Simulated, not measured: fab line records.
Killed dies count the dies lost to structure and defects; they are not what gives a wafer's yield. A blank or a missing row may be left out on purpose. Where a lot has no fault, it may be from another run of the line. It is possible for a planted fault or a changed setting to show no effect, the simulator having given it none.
fab line records | flow n5_finfet
record lots=7 | wafers=21
route steps=1938 shown BEOL_M9@1446 BEOL_M11@1536 BEOL_M12@1604
start_h: hours from the record's opening day to when the first of the lot's shown wafers began | wait_h: how many hours have passed since the lot's step before this one | " same as the row above | L1.1+2: a single row standing in for several wafers | - value missing, or start not given | * or withheld: withheld | < > ~ a bound
route shown NAME@n: NAME is a module with steps in the file, n the number in the route of the first one | usual: mean and standard deviation over wafers with no fault | same: alike in all rows | chamber/n: place in a boat | sites: readings site by site | _std_site: their standard deviation | _edge_site: the outer-site mean with the inner-site mean subtracted | radius_mm: for every site, how far away it sits from the centre of the wafer | mask NAME#n: copy n | behind: the most recent tool/chamber to have shaped the wafer | hold: why the lot was held/for how many hours/how that ended | device: the n, p or np transistor that did not switch | end of line: tests run on the same wafers once the route is complete | a step given without rows: its recipe and nothing more | killed: dies lost to structure and defects at the first sort, not the wafer's yield | map: a wafer's dies, marking killed ones x, the rest . and places with no die _
set.NAME: the setting that was run; set.NAME@STEP: the one run at that earlier step | model.NAME: the simulator's own value behind a step, which no gauge read
lots whose settings were changed on purpose; a table a step, a row a wafer
## steps
# step N5_BEOL_M9_TRENCH_ETCH_37
# recipe chemistry=C4F6/O2 | target_depth_a=1514.3 | target=SiCOH_lowk | time_s=49 | ion_energy_ev=250 | pressure_mtorr=30 | source_w=345 | bias_w=185 | Ar_flow_sccm=300 | C4F6_flow_sccm=10 | O2_flow_sccm=10
# usual rf_vpp_V=663/7.5
lot.wafer | tool        | chamber | start_h | wait_h | set.source_w | set.target_thk_a@BEOL_M9_HM_DEP_02 | rf_vpp_V | model.BEOL_M9.feature_depth_nm | model.etch.depth_nm | model.TiN_of_BEOL_M9_HM_DEP_02.thk_nm
L077.3    | rie_diel-06 | 0       | -       | -      | 400.4        | 200                                | 620      | 156.4                          | 156.4               | 15.8
L077.5    | "           | 0       | "       | "      | 345          | 200                                | 669      | 148.2                          | 148.2               | 16
L077.6    | "           | 2       | "       | "      | 400.4        | 200                                | 614      | 158.6                          | 158.6               | 16
L076.3    | rie_diel-03 | 1       | -       | -      | 345          | 200                                | 676      | 149.8                          | 149.8               | 15.6
L076.4    | "           | 0       | "       | "      | 345          | 200                                | 672      | 151.4                          | 151.4               | 15.6
L076.6    | "           | 2       | "       | "      | 345          | 200                                | 656      | 152.8                          | 152.8               | 15.8
L078.4    | rie_diel-06 | 0       | -       | -      | 345          | 200                                | 668      | 150                            | 150.1               | 16.2
L078.5    | "           | 2       | "       | "      | 345          | 200                                | 661      | 154                            | 154                 | 16
L078.6    | "           | 3       | "       | "      | 305.6        | 200                                | 696      | 144                            | 144                 | 16.4
L083.3    | rie_diel-01 | 2       | -       | -      | 345          | 200                                | 671      | 153.4                          | 153.3               | 16
L083.5    | "           | 0       | "       | "      | 345          | 200                                | 659      | 155.2                          | 155.1               | 16
L083.6    | "           | 1       | "       | "      | 312          | 200                                | 704      | 146.8                          | 146.8               | 16
L090.3    | rie_diel-03 | 1       | -       | -      | 301.9        | 200                                | 723      | 144.8                          | 144.9               | 15.8
L090.4    | "           | 2       | "       | "      | 301.9        | 216.8                              | 702      | 145.2                          | 145.3               | 17.8
L090.6    | "           | 1       | "       | "      | 301.9        | 216.8                              | 723      | 143.2                          | 143.2               | 17.8
L094.2    | rie_diel-01 | 2       | -       | -      | 387.8        | 200                                | 632      | 156.6                          | 156.6               | 15.6
L094.3    | "           | 1       | "       | "      | 345          | 209.9                              | 669      | 151.4                          | 151.4               | 16.8
L094.4    | "           | 0       | "       | "      | 345          | 209.9                              | 659      | 152.8                          | 152.7               | 16.8
L082.2    | rie_diel-06 | 0       | -       | -      | 345          | 200                                | 668      | 148.4                          | 148.3               | 15.8
L082.4    | "           | 2       | "       | "      | 345          | 200                                | 662      | 148.2                          | 148.3               | 16.2
L082.6    | "           | 3       | "       | "      | 345          | 200                                | 666      | 151.2                          | 151.3               | 16
# step N5_BEOL_M9_ETCH_41
# recipe chemistry=CH3F/O2 | target=SiCN | target_depth_a=366 | taper_deg=2 | time_s=70.1 | ion_energy_ev=120 | mask_material=TiN | pressure_mtorr=30 | source_w=395 | bias_w=75 | Ar_flow_sccm=150 | CH3F_flow_sccm=30 | O2_flow_sccm=20
# step N5_BEOL_M9_STRIP_80
# recipe chemistry=N2/H2 | time_s=10 | power_w=450 | temp_c=40 | pressure_mtorr=20 | rf_frequency_hz=6e+07 | bias_power_w=7 | n2_flow_sccm=200 | h2_flow_sccm=200
# step N5_BEOL_M9_OCD_MEAS_38
# usual trench_depth_nm=151.4/2.1
lot.wafer | tool   | chamber | start_h | wait_h | set.source_w@BEOL_M9_TRENCH_ETCH_37 | trench_depth_nm
L077.3    | ocd-02 | -       | 271.71  | -      | 400.4                               | 156.9
L077.5    | "      | -       | "       | "      | 345                                 | 148.1
L077.6    | "      | -       | "       | "      | 400.4                               | 158.9
L076.3    | ocd-01 | -       | 279.33  | -      | 345                                 | 149.6
L076.4    | "      | -       | "       | "      | 345                                 | 151.4
L076.6    | "      | -       | "       | "      | 345                                 | 153.0
L078.4    | ocd-02 | -       | 288.84  | -      | 345                                 | 150.1
L078.5    | "      | -       | "       | "      | 345                                 | 153.7
L078.6    | "      | -       | "       | "      | 305.6                               | 144.3
L083.3    | ocd-01 | -       | 359.59  | -      | 345                                 | 154.0
L083.5    | "      | -       | "       | "      | 345                                 | 155.2
L083.6    | "      | -       | "       | "      | 312                                 | 146.9
L090.3    | ocd-01 | -       | 389.59  | -      | 301.9                               | 144.7
L090.4    | "      | -       | "       | "      | 301.9                               | 144.9
L090.6    | "      | -       | "       | "      | 301.9                               | 143.1
L094.2    | ocd-02 | -       | 439.98  | -      | 387.8                               | 156.1
L094.3    | "      | -       | "       | "      | 345                                 | 151.8
L094.4    | "      | -       | "       | "      | 345                                 | 153.0
L082.2    | ocd-02 | -       | 451.31  | -      | 345                                 | 149.0
L082.4    | "      | -       | "       | "      | 345                                 | 148.2
L082.6    | "      | -       | "       | "      | 345                                 | 151.0
# step N5_BEOL_M9_HM_STRIP_39
# recipe chemistry=peroxide_tin_strip | material=TiN | target_depth_a=250 | temp_c=50 | time_s=158
# step N5_BEOL_M9_SRD_40
# recipe time_s=30 | temp_c=23 | rinse_liquid=diw | dry=ipa_marangoni
# step N5_BEOL_M9_ECD_50
# recipe material=Cu | target_thk_a=3180
# step N5_BEOL_M9_ANNEAL_51
# recipe temp_c=225 | time_s=90 | ambient=N2
# step N5_BEOL_M9_CMP_52
# recipe stop_on=SiCOH_lowk | t_overpolish_s=7 | down_force_psi=1 | platen_rpm=50 | clearing_platen_down_force_psi=1.5 | clearing_platen_rpm=50 | post_cmp_clean=cu_alkaline | target_thk_nm=140 | clearing_platen_pad_velocity_m_s=0.99484 | pad_velocity_m_s=0.99484
lot.wafer | tool   | chamber | start_h | wait_h | set.source_w@BEOL_M9_TRENCH_ETCH_37 | model.Cu_of_BEOL_M9_ECD_50.thk_nm
L077.3    | cmp-01 | 0       | 276.08  | 0.2    | 400.4                               | 145
L077.6    | "      | 3       | "       | "      | 400.4                               | 148.2
L077.5    | "      | 0       | "       | "      | 345                                 | 137
L076.4    | cmp-04 | 0       | 280.93  | 0.1    | 345                                 | 140.2
L076.3    | "      | 1       | "       | "      | 345                                 | 138
L076.6    | "      | 1       | "       | "      | 345                                 | 140
L078.4    | cmp-04 | 3       | 292.23  | 0.1    | 345                                 | 139
L078.5    | "      | 3       | "       | "      | 345                                 | 143
L078.6    | "      | 0       | "       | "      | 305.6                               | 131.8
L083.3    | cmp-04 | 1       | 362.40  | 0.2    | 345                                 | 142.6
L083.5    | "      | 0       | "       | "      | 345                                 | 144.8
L083.6    | "      | 1       | "       | "      | 312                                 | 136.6
L090.4    | cmp-04 | 3       | 394.85  | 0.2    | 301.9                               | 134
L090.3    | "      | 0       | "       | "      | 301.9                               | 133.2
L090.6    | "      | 3       | "       | "      | 301.9                               | 131.8
L094.2    | cmp-04 | 0       | 441.90  | 0.2    | 387.8                               | 146.2
L094.3    | "      | 2       | "       | "      | 345                                 | 140.8
L094.4    | "      | 3       | "       | "      | 345                                 | 141.6
L082.2    | cmp-04 | 0       | 453.53  | 0.2    | 345                                 | 135.4
L082.4    | "      | 2       | "       | "      | 345                                 | 135.8
L082.6    | "      | 0       | "       | "      | 345                                 | 139.4
# step N5_BEOL_M9_THK_MEAS_53
# recipe thk_meas_gauge=xrf | reads=Cu_of_BEOL_M9_ECD_50
# usual M9_THK=137.9/2.4
lot.wafer | tool          | chamber | start_h | wait_h | set.source_w@BEOL_M9_TRENCH_ETCH_37 | M9_THK[nm]
L077.3    | film_metro-02 | -       | 276.34  | -      | 400.4                               | 144.5
L077.5    | "             | -       | "       | "      | 345                                 | 135.9
L077.6    | "             | -       | "       | "      | 400.4                               | 147.3
L076.3    | film_metro-01 | -       | 281.22  | -      | 345                                 | 136.4
L076.4    | "             | -       | "       | "      | 345                                 | 138.6
L076.6    | "             | -       | "       | "      | 345                                 | 137.8
L078.4    | film_metro-01 | -       | 292.53  | -      | 345                                 | 136.1
L078.5    | "             | -       | "       | "      | 345                                 | 140.2
L078.6    | "             | -       | "       | "      | 305.6                               | 129.7
L083.3    | film_metro-01 | -       | 362.66  | -      | 345                                 | 139.9
L083.5    | "             | -       | "       | "      | 345                                 | 142.3
L083.6    | "             | -       | "       | "      | 312                                 | 134.2
L090.3    | film_metro-02 | -       | 395.11  | -      | 301.9                               | 130.4
L090.4    | "             | -       | "       | "      | 301.9                               | 131.2
L090.6    | "             | -       | "       | "      | 301.9                               | 129.6
L094.2    | film_metro-02 | -       | 442.20  | -      | 387.8                               | 142.9
L094.3    | "             | -       | "       | "      | 345                                 | 137.9
L094.4    | "             | -       | "       | "      | 345                                 | 138.5
L082.2    | film_metro-02 | -       | 453.79  | -      | 345                                 | 133.1
L082.4    | "             | -       | "       | "      | 345                                 | 134.3
L082.6    | "             | -       | "       | "      | 345                                 | 137.7
# step N5_BEOL_M9_PRE_CLEAN_55
# recipe gas=NH3 | time_s=15 | temp_c=withheld | rf_power_w=300
# step N5_BEOL_M9_DEP_56
# recipe material=SiCN | target_thk_a=150 | temp_c=withheld | precursor=3MS/NH3 | pressure_torr=3 | rf_w=202 | time_s=26.5
# step N5_BEOL_M9_RS_MEAS_57
# recipe thk_meas_gauge=four-point-probe | reads=Cu_of_BEOL_M9_ECD_50+Co_of_BEOL_M9_CVD_78+TaN_of_BEOL_M9_ALD_74
# usual M9_RS=0.1510/0.0029
lot.wafer | tool          | chamber | start_h | wait_h | set.source_w@BEOL_M9_TRENCH_ETCH_37 | M9_RS[ohm/sq]
L077.3    | film_metro-02 | -       | 276.47  | 0.1    | 400.4                               | 0.1455
L077.5    | "             | -       | "       | "      | 345                                 | 0.1546
L077.6    | "             | -       | "       | "      | 400.4                               | 0.1419
L076.3    | film_metro-01 | -       | 281.39  | 0.1    | 345                                 | 0.1533
L076.4    | "             | -       | "       | "      | 345                                 | 0.1507
L076.6    | "             | -       | "       | "      | 345                                 | 0.1507
L078.4    | film_metro-02 | -       | 292.66  | 0.0    | 345                                 | 0.1522
L078.5    | "             | -       | "       | "      | 345                                 | 0.1474
L078.6    | "             | -       | "       | "      | 305.6                               | 0.1615
L083.3    | film_metro-02 | -       | 362.80  | 0.1    | 345                                 | 0.1477
L083.5    | "             | -       | "       | "      | 345                                 | 0.1455
L083.6    | "             | -       | "       | "      | 312                                 | 0.1547
L090.3    | film_metro-02 | -       | 395.24  | 0.1    | 301.9                               | 0.1588
L090.4    | "             | -       | "       | "      | 301.9                               | 0.1582
L090.6    | "             | -       | "       | "      | 301.9                               | 0.1610
L094.2    | film_metro-02 | -       | 442.33  | 0.1    | 387.8                               | 0.1437
L094.3    | "             | -       | "       | "      | 345                                 | 0.1500
L094.4    | "             | -       | "       | "      | 345                                 | 0.1490
L082.2    | film_metro-02 | -       | 453.92  | 0.1    | 345                                 | 0.1560
L082.4    | "             | -       | "       | "      | 345                                 | 0.1559
L082.6    | "             | -       | "       | "      | 345                                 | 0.1513
# step N5_BEOL_M11_ILD_DEP_00
# recipe material=SiCOH_lowk | target_thk_a=3085.1 | temp_c=300 | precursor=DEMS/porogen | pressure_torr=5 | rf_w=500 | time_s=58
lot.wafer | tool     | chamber | start_h | wait_h | set.time_s | model.SiCOH_lowk_of_BEOL_M11_ILD_DEP_00.thk_nm
L077.3    | pecvd-02 | 2       | 283.29  | 0.1    | 52.79      | 283.2
L077.5    | "        | 2       | "       | "      | 58         | 312.2
L077.6    | "        | 1       | "       | "      | 58         | 309.8
L076.3    | pecvd-04 | 1       | 289.20  | 0.0    | 58         | 306.2
L076.4    | "        | 2       | "       | "      | 58         | 310
L076.6    | "        | 1       | "       | "      | 58         | 310.2
L078.4    | pecvd-02 | 1       | 300.78  | 0.1    | 62.08      | 332.6
L078.5    | "        | 2       | "       | "      | 58         | 313.6
L078.6    | "        | 1       | "       | "      | 58         | 307.8
L083.3    | pecvd-04 | 2       | 369.94  | 0.0    | 58         | 304.2
L083.5    | "        | 2       | "       | "      | 55.31      | 298.8
L083.6    | "        | 1       | "       | "      | 58         | 307.2
L090.3    | pecvd-02 | 1       | 402.09  | 0.0    | 58         | 302.8
L090.4    | "        | 2       | "       | "      | 58         | 308.8
L090.6    | "        | 1       | "       | "      | 58         | 308.2
L094.2    | pecvd-02 | 0       | 453.40  | 0.0    | 60.27      | 316.6
L094.3    | "        | 1       | "       | "      | 60.27      | 315.6
L094.4    | "        | 2       | "       | "      | 58         | 312.4
L082.2    | pecvd-01 | 0       | 464.75  | 0.0    | 58         | 309.4
L082.4    | "        | 1       | "       | "      | 58         | 312.8
L082.6    | "        | 0       | "       | "      | 53.68      | 293.2
# step N5_BEOL_M11_CURE_71
# recipe temp_c=385 | time_s=240 | ambient=He/Ar | material=SiCOH_lowk
lot.wafer | tool       | chamber | start_h | wait_h | set.time_s@BEOL_M11_ILD_DEP_00 | model.SiCOH_lowk_of_BEOL_M11_ILD_DEP_00.thk_nm
L077.3    | uv_cure-02 | 1       | 283.69  | 0.4    | 52.79                          | 245.6
L077.5    | "          | 1       | "       | "      | 58                             | 271.2
L077.6    | "          | 1       | "       | "      | 58                             | 269.2
L076.3    | uv_cure-02 | 1       | 289.59  | 0.4    | 58                             | 266
L076.4    | "          | 1       | "       | "      | 58                             | 269.2
L076.6    | "          | 1       | "       | "      | 58                             | 269.4
L078.4    | uv_cure-03 | 2       | 301.10  | 0.3    | 62.08                          | 289.2
L078.5    | "          | 2       | "       | "      | 58                             | 272.6
L078.6    | "          | 2       | "       | "      | 58                             | 267.4
L083.3    | uv_cure-03 | 1       | 370.18  | 0.2    | 58                             | 264.2
L083.5    | "          | 1       | "       | "      | 55.31                          | 259.6
L083.6    | "          | 1       | "       | "      | 58                             | 266.8
L090.3    | uv_cure-03 | 0       | 402.49  | 0.4    | 58                             | 262.8
L090.4    | "          | 0       | "       | "      | 58                             | 268.2
L090.6    | "          | 0       | "       | "      | 58                             | 267.8
L094.2    | uv_cure-02 | 0       | 453.56  | 0.1    | 60.27                          | 275.2
L094.3    | "          | 0       | "       | "      | 60.27                          | 274.2
L094.4    | "          | 0       | "       | "      | 58                             | 271.6
L082.2    | uv_cure-03 | 2       | 464.91  | 0.1    | 58                             | 268.8
L082.4    | "          | 2       | "       | "      | 58                             | 271.8
L082.6    | "          | 2       | "       | "      | 53.68                          | 254.4
# step N5_BEOL_M11_THK_MEAS_01
# recipe reads=SiCOH_lowk_of_BEOL_M11_ILD_DEP_00
# usual M11_ILD_THK=267.8/2.9
lot.wafer | tool          | chamber | start_h | wait_h | set.time_s@BEOL_M11_ILD_DEP_00 | M11_ILD_THK[nm]
L077.3    | film_metro-02 | -       | 284.36  | 0.5    | 52.79                          | 245.8
L077.5    | "             | -       | "       | "      | 58                             | 271.2
L077.6    | "             | -       | "       | "      | 58                             | 269.3
L076.3    | film_metro-01 | -       | 290.27  | 0.5    | 58                             | 265.7
L076.4    | "             | -       | "       | "      | 58                             | 269.4
L076.6    | "             | -       | "       | "      | 58                             | 269.6
L078.4    | film_metro-01 | -       | 301.38  | 0.2    | 62.08                          | 289.5
L078.5    | "             | -       | "       | "      | 58                             | 272.7
L078.6    | "             | -       | "       | "      | 58                             | 267.3
L083.3    | film_metro-01 | -       | 370.53  | 0.3    | 58                             | 264.2
L083.5    | "             | -       | "       | "      | 55.31                          | 259.4
L083.6    | "             | -       | "       | "      | 58                             | 266.8
L090.3    | film_metro-02 | -       | 403.16  | 0.5    | 58                             | 262.9
L090.4    | "             | -       | "       | "      | 58                             | 268.2
L090.6    | "             | -       | "       | "      | 58                             | 267.6
L094.2    | film_metro-02 | -       | 453.99  | 0.4    | 60.27                          | 275.3
L094.3    | "             | -       | "       | "      | 60.27                          | 274.0
L094.4    | "             | -       | "       | "      | 58                             | 271.6
L082.2    | film_metro-02 | -       | 465.34  | 0.4    | 58                             | 268.8
L082.4    | "             | -       | "       | "      | 58                             | 271.8
L082.6    | "             | -       | "       | "      | 53.68                          | 254.5
# step N5_BEOL_M12_COAT_58
# recipe resist=BARC | temp_c=205 | time_s=60 | spin_rpm=1500 | resist_thk_nm=89
lot.wafer | tool           | chamber | start_h | wait_h | set.spin_rpm | model.BARC_of_BEOL_M12_COAT_58.thk_nm
L077.3+5  | litho_track-02 | 0       | 292.94  | 0.0    | 1500         | 89.2
L077.6    | "              | 0       | "       | "      | 1500         | 89
L076.3    | litho_track-05 | 0       | 298.13  | 0.0    | 1500         | 88.6
L076.4    | "              | 0       | "       | "      | 1500         | 89
L076.6    | "              | 0       | "       | "      | 1500         | 88.4
L078.4    | litho_track-05 | 0       | 307.42  | 0.0    | 1500         | 89.2
L078.5    | "              | 0       | "       | "      | 1500         | 88.8
L078.6    | "              | 0       | "       | "      | 1500         | 89
L083.3    | litho_track-02 | 0       | 378.50  | 0.0    | 1618         | 85.6
L083.5+6  | "              | 0       | "       | "      | 1500         | 89
L090.3+4  | litho_track-02 | 0       | 412.16  | 0.0    | 1636         | 85.2
L090.6    | "              | 0       | "       | "      | 1500         | 89.2
L094.2+4  | litho_track-02 | 0       | 464.74  | 0.0    | 1500         | 89
L094.3    | "              | 0       | "       | "      | 1500         | 88.8
L082.2+4  | litho_track-05 | 0       | 473.28  | 0.0    | 1500         | 89
L082.6    | "              | 0       | "       | "      | 1560         | 87.2
# step N5_BEOL_M12_COAT_04
# recipe spin_rpm=1625 | resist_thk_nm=400
lot.wafer | tool           | chamber | start_h | wait_h | set.spin_rpm | model.coat_of_BEOL_M12_COAT_04.thk_nm
L077.3    | litho_track-02 | 0       | -       | -      | 1773         | 383
L077.5    | "              | 0       | "       | "      | 1625         | 398.4
L077.6    | "              | 0       | "       | "      | 1625         | 399.2
L076.3    | litho_track-05 | 0       | -       | -      | 1625         | 399.8
L076.4    | "              | 0       | "       | "      | 1625         | 400.6
L076.6    | "              | 0       | "       | "      | 1625         | 399.2
L078.4    | litho_track-05 | 0       | -       | -      | 1625         | 401
L078.5    | "              | 0       | "       | "      | 1625         | 400
L078.6    | "              | 0       | "       | "      | 1521         | 412.2
L083.3    | litho_track-02 | 0       | -       | -      | 1726         | 388.6
L083.5    | "              | 0       | "       | "      | 1726         | 390
L083.6    | "              | 0       | "       | "      | 1726         | 389.6
L090.3    | litho_track-02 | 0       | -       | -      | 1684         | 394
L090.4    | "              | 0       | "       | "      | 1684         | 393.4
L090.6    | "              | 0       | "       | "      | 1625         | 399.8
L094.2    | litho_track-02 | 0       | -       | -      | 1508         | 416.2
L094.3    | "              | 0       | "       | "      | 1508         | 414.6
L094.4    | "              | 0       | "       | "      | 1625         | 401
L082.2    | litho_track-05 | 0       | -       | -      | 1625         | 400.4
L082.4    | "              | 0       | "       | "      | 1625         | 400.2
L082.6    | "              | 0       | "       | "      | 1625         | 400.6
# step N5_BEOL_M12_EBR_06
# recipe solvent=PGMEA | ebr_width_mm=1.5
# step N5_BEOL_M12_SOFTBAKE_05
# recipe temp_c=130 | time_s=60
# step N5_BEOL_M12_DESCUM_15
# recipe chemistry=O2 | time_s=7.9 | source_power_w=50 | bias_power_w=20 | pressure_mtorr=20 | rf_frequency_hz=2.712e+07 | temp_c=40 | o2_flow_sccm=225
# step N5_BEOL_M12_ETCH_59
# recipe chemistry=N2/H2 | target=BARC | target_depth_a=890 | overetch_a=267 | time_s=67.9 | ion_energy_ev=200 | pressure_mtorr=30 | source_w=840 | bias_w=150 | n2_flow_sccm=200 | h2_flow_sccm=200
lot.wafer | tool        | chamber | start_h | wait_h | set.spin_rpm@BEOL_M12_COAT_58 | set.spin_rpm@BEOL_M12_COAT_04 | model.coat_of_BEOL_M12_COAT_04.thk_nm | model.etch.depth_nm
L077.3    | rie_diel-05 | 1       | 293.33  | 0.0    | 1500                          | 1773                          | 301                                   | 89.22
L077.5    | "           | 0       | "       | "      | 1500                          | 1625                          | 316.6                                 | 89.22
L077.6    | "           | 1       | "       | "      | 1500                          | 1625                          | 316.8                                 | 88.95
L076.3    | rie_diel-02 | 3       | 298.52  | 0.0    | 1500                          | 1625                          | 319.4                                 | 88.58
L076.4    | "           | 0       | "       | "      | 1500                          | 1625                          | 318.4                                 | 88.93
L076.6    | "           | 1       | "       | "      | 1500                          | 1625                          | 316.4                                 | 88.43
L078.4    | rie_diel-04 | 1       | 307.99  | 0.0    | 1500                          | 1625                          | 320.4                                 | 89.14
L078.5    | "           | 3       | "       | "      | 1500                          | 1625                          | 317.2                                 | 88.9
L078.6    | "           | 0       | "       | "      | 1500                          | 1521                          | 329                                   | 88.96
L083.3    | rie_diel-04 | 2       | 379.02  | 0.0    | 1618                          | 1726                          | 305                                   | 85.57
L083.5    | "           | 1       | "       | "      | 1500                          | 1726                          | 308.2                                 | 88.92
L083.6    | "           | 2       | "       | "      | 1500                          | 1726                          | 305.8                                 | 88.94
L090.3    | rie_diel-05 | 0       | 412.55  | 0.0    | 1636                          | 1684                          | 312.8                                 | 85.25
L090.4    | "           | 2       | "       | "      | 1636                          | 1684                          | 310.6                                 | 85.13
L090.6    | "           | 0       | "       | "      | 1500                          | 1625                          | 319.2                                 | 89.23
L094.2    | rie_diel-05 | 0       | 465.14  | 0.0    | 1500                          | 1508                          | 335.4                                 | 88.93
L094.3    | "           | 1       | "       | "      | 1500                          | 1508                          | 332.4                                 | 88.87
L094.4    | "           | 2       | "       | "      | 1500                          | 1625                          | 317.8                                 | 88.93
L082.2    | rie_diel-02 | 1       | 473.76  | 0.0    | 1500                          | 1625                          | 317.6                                 | 88.93
L082.4    | "           | 1       | "       | "      | 1500                          | 1625                          | 317                                   | 89.08
L082.6    | "           | 3       | "       | "      | 1560                          | 1625                          | 321                                   | 87.26
# step N5_BEOL_M12_VIA_ETCH_16
# recipe chemistry=C4F8/O2/Ar | target=SiOC | pressure_mtorr=30 | source_w=3000 | bias_w=700 | Ar_flow_sccm=400 | C4F8_flow_sccm=15 | O2_flow_sccm=8 | he_inner_torr=15 | he_outer_torr=30 | target_depth_a=7248 | time_s=withheld | ion_energy_ev=250 | ends=cleared
# step N5_BEOL_M12_STRIP_63
# recipe chemistry=N2/H2 | power_w=1000 | temp_c=250 | h2_frac=0.65 | overash_fraction=0.3 | pressure_mtorr=1000 | n2_flow_sccm=1750 | h2_flow_sccm=3250
# usual strip_time_to_endpoint_s=42.6/0.79
lot.wafer | tool            | chamber | start_h | wait_h | set.spin_rpm@BEOL_M12_COAT_04 | strip_time_to_endpoint_s
L077.3    | plasma_asher-02 | 0       | 293.60  | -      | 1773                          | 38.8
L077.5    | "               | 0       | "       | "      | 1625                          | 42.0
L077.6    | "               | 1       | "       | "      | 1625                          | 42.0
L076.3    | plasma_asher-01 | 1       | 298.80  | -      | 1625                          | 42.9
L076.4    | "               | 0       | "       | "      | 1625                          | 42.1
L076.6    | "               | 0       | "       | "      | 1625                          | 41.1
L078.4    | plasma_asher-01 | 0       | 308.24  | -      | 1625                          | 43.6
L078.5    | "               | 1       | "       | "      | 1625                          | 41.8
L078.6    | "               | 0       | "       | "      | 1521                          | 45.1
L083.3    | plasma_asher-02 | 0       | 379.29  | -      | 1726                          | 38.7
L083.5    | "               | 0       | "       | "      | 1726                          | 38.7
L083.6    | "               | 1       | "       | "      | 1726                          | 37.5
L090.3    | plasma_asher-01 | 1       | 412.83  | -      | 1684                          | 41.9
L090.4    | "               | 0       | "       | "      | 1684                          | 40.9
L090.6    | "               | 0       | "       | "      | 1625                          | 43.7
L094.2    | plasma_asher-01 | 1       | 465.39  | -      | 1508                          | 48.2
L094.3    | "               | 1       | "       | "      | 1508                          | 47.4
L094.4    | "               | 0       | "       | "      | 1625                          | 42.8
L082.2    | plasma_asher-01 | 0       | 474.01  | -      | 1625                          | 43.7
L082.4    | "               | 1       | "       | "      | 1625                          | 41.8
L082.6    | "               | 1       | "       | "      | 1625                          | 43.2
# step N5_BEOL_M12_STRIP_64
# recipe chemistry=N2/H2 | power_w=1000 | temp_c=250 | h2_frac=0.65 | overash_fraction=0.3 | pressure_mtorr=withheld | n2_flow_sccm=1750 | h2_flow_sccm=3250
# usual strip_time_to_endpoint_s=31.30/0.068
lot.wafer | tool            | chamber | start_h | wait_h | set.spin_rpm@BEOL_M12_COAT_58 | strip_time_to_endpoint_s
L077.3    | plasma_asher-02 | 0       | 293.66  | 0.0    | 1500                          | 31.38
L077.5    | "               | 0       | "       | "      | 1500                          | 31.37
L077.6    | "               | 1       | "       | "      | 1500                          | 31.29
L076.3    | plasma_asher-01 | 1       | 298.86  | 0.0    | 1500                          | 31.18
L076.4    | "               | 0       | "       | "      | 1500                          | 31.29
L076.6    | "               | 0       | "       | "      | 1500                          | 31.14
L078.4    | plasma_asher-01 | 0       | 308.30  | 0.0    | 1500                          | 31.36
L078.5    | "               | 1       | "       | "      | 1500                          | 31.28
L078.6    | "               | 0       | "       | "      | 1500                          | 31.31
L083.3    | plasma_asher-02 | 0       | 379.35  | 0.0    | 1618                          | 30.33
L083.5    | "               | 0       | "       | "      | 1500                          | 31.30
L083.6    | "               | 1       | "       | "      | 1500                          | 31.28
L090.3    | plasma_asher-01 | 1       | 412.89  | 0.0    | 1636                          | 30.26
L090.4    | "               | 0       | "       | "      | 1636                          | 30.20
L090.6    | "               | 0       | "       | "      | 1500                          | 31.38
L094.2    | plasma_asher-01 | 1       | 465.45  | 0.0    | 1500                          | 31.28
L094.3    | "               | 1       | "       | "      | 1500                          | 31.27
L094.4    | "               | 0       | "       | "      | 1500                          | 31.30
L082.2    | plasma_asher-01 | 0       | 474.07  | 0.0    | 1500                          | 31.29
L082.4    | "               | 1       | "       | "      | 1500                          | 31.33
L082.6    | "               | 1       | "       | "      | 1560                          | 30.81
## key
split step=N5_BEOL_M9_TRENCH_ETCH_37 | setting=source_w | stated=345 | by=wafer
response step=N5_BEOL_M9_TRENCH_ETCH_37 | reading=rf_vpp_V | change=-3.09 | per=1% | r=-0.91
response step=N5_BEOL_M9_TRENCH_ETCH_37 | reading=model.BEOL_M9.feature_depth_nm | change=+0.581 | per=1% | r=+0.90
response step=N5_BEOL_M9_TRENCH_ETCH_37 | reading=model.etch.depth_nm | change=+0.582 | per=1% | r=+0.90
response step=N5_BEOL_M9_OCD_MEAS_38 | reading=trench_depth_nm | change=+0.572 | per=1% | r=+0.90
response step=N5_BEOL_M9_CMP_52 | reading=model.Cu_of_BEOL_M9_ECD_50.thk_nm | change=+0.614 | per=1% | r=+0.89
response step=N5_BEOL_M9_THK_MEAS_53 | reading=M9_THK | change=+0.6 | per=1% | r=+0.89
response step=N5_BEOL_M9_RS_MEAS_57 | reading=M9_RS | change=-0.000723 | per=1% | r=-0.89
split step=N5_BEOL_M11_ILD_DEP_00 | setting=time_s | stated=58 | by=wafer
response step=N5_BEOL_M11_ILD_DEP_00 | reading=model.SiCOH_lowk_of_BEOL_M11_ILD_DEP_00.thk_nm | change=+2.62 | per=1% | r=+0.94
response step=N5_BEOL_M11_CURE_71 | reading=model.SiCOH_lowk_of_BEOL_M11_ILD_DEP_00.thk_nm | change=+2.31 | per=1% | r=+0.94
response step=N5_BEOL_M11_THK_MEAS_01 | reading=M11_ILD_THK | change=+2.31 | per=1% | r=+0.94
split step=N5_BEOL_M12_COAT_58 | setting=spin_rpm | stated=1500 | by=wafer
response step=N5_BEOL_M12_COAT_58 | reading=model.BARC_of_BEOL_M12_COAT_58.thk_nm | change=-0.439 | per=1% | r=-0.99
response step=N5_BEOL_M12_ETCH_59 | reading=model.etch.depth_nm | change=-0.438 | per=1% | r=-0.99
response step=N5_BEOL_M12_STRIP_64 | reading=strip_time_to_endpoint_s | change=* | per=1% | r=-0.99
split step=N5_BEOL_M12_COAT_04 | setting=spin_rpm | stated=1625 | by=wafer
response step=N5_BEOL_M12_COAT_04 | reading=model.coat_of_BEOL_M12_COAT_04.thk_nm | change=-1.82 | per=1% | r=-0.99
response step=N5_BEOL_M12_ETCH_59 | reading=model.coat_of_BEOL_M12_COAT_04.thk_nm | change=-1.86 | per=1% | r=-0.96
response step=N5_BEOL_M12_STRIP_63 | reading=strip_time_to_endpoint_s | change=* | per=1% | r=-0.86
split outside_this_file step=N5_BEOL_M9_HM_DEP_02 setting=target_thk_a
# split outside_this_file: this setting was split too, and the file shows its column; the key of that split is in another file
